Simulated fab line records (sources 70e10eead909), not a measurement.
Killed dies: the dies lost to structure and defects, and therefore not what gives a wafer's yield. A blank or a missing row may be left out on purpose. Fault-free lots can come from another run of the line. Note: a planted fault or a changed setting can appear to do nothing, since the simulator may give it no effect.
Matching of chambers    flow nand-harc    cmp-01 running NHARC_A_DECK1_JOINT_CMP_02: 4 sister chambers
The step polishes SiOx. 8 wafers are shown with their chamber, then 10 later ones without.

## WAFERS WITH THEIR CHAMBER
wafer   chamber  motor-current-A (A)
L084.5  0        12.1
L086.5  2        10.0
L088.5  2        9.8
L087.1  3        11.1
L087.3  0        12.3
L087.6  1        11.2
L092.1  3        10.6
L092.3  1        11.6

## WAFERS WHOSE CHAMBER IS MISSING
wafer   motor-current-A (A)
L092.4  9.5
L094.2  9.8
L094.3  11.3
L094.4  11.2
L096.1  11.0
L096.4  9.8
L096.6  11.1
L097.1  10.7
L097.3  9.7
L097.5  11.7

## WHICH CHAMBER EACH WENT THROUGH
wafer   from the rows above      in truth
L092.4  2                        2
L094.2  2                        2
L094.3  can't be placed: 1 or 3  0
L094.4  can't be placed: 1 or 3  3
L096.1  can't be placed: 3 or 1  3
L096.4  2                        2
L096.6  can't be placed: 3 or 1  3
L097.1  3                        3
L097.3  2                        2
L097.5  can't be placed: 1 or 0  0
Correct placement for 5 of the 10. Cannot be placed on the basis of these rows: 5; the candidates contain the true chamber in 4. 0 placed wrongly.
How it was worked out, from the rows above alone: a wafer's distance from a chamber is the root of the sum, over the readings, of the square of ((its reading less the chamber's mean) divided by the reading's scatter). If the next closest chamber is less than 2 further off than the closest, the wafer can't be placed; otherwise it belongs to the closest. A chamber's mean is the mean of its shown wafers. How the scatter is found: for the shown wafers, subtract from each reading the mean of its chamber, square and add these, divide the total by (wafers less chambers), then take the root.
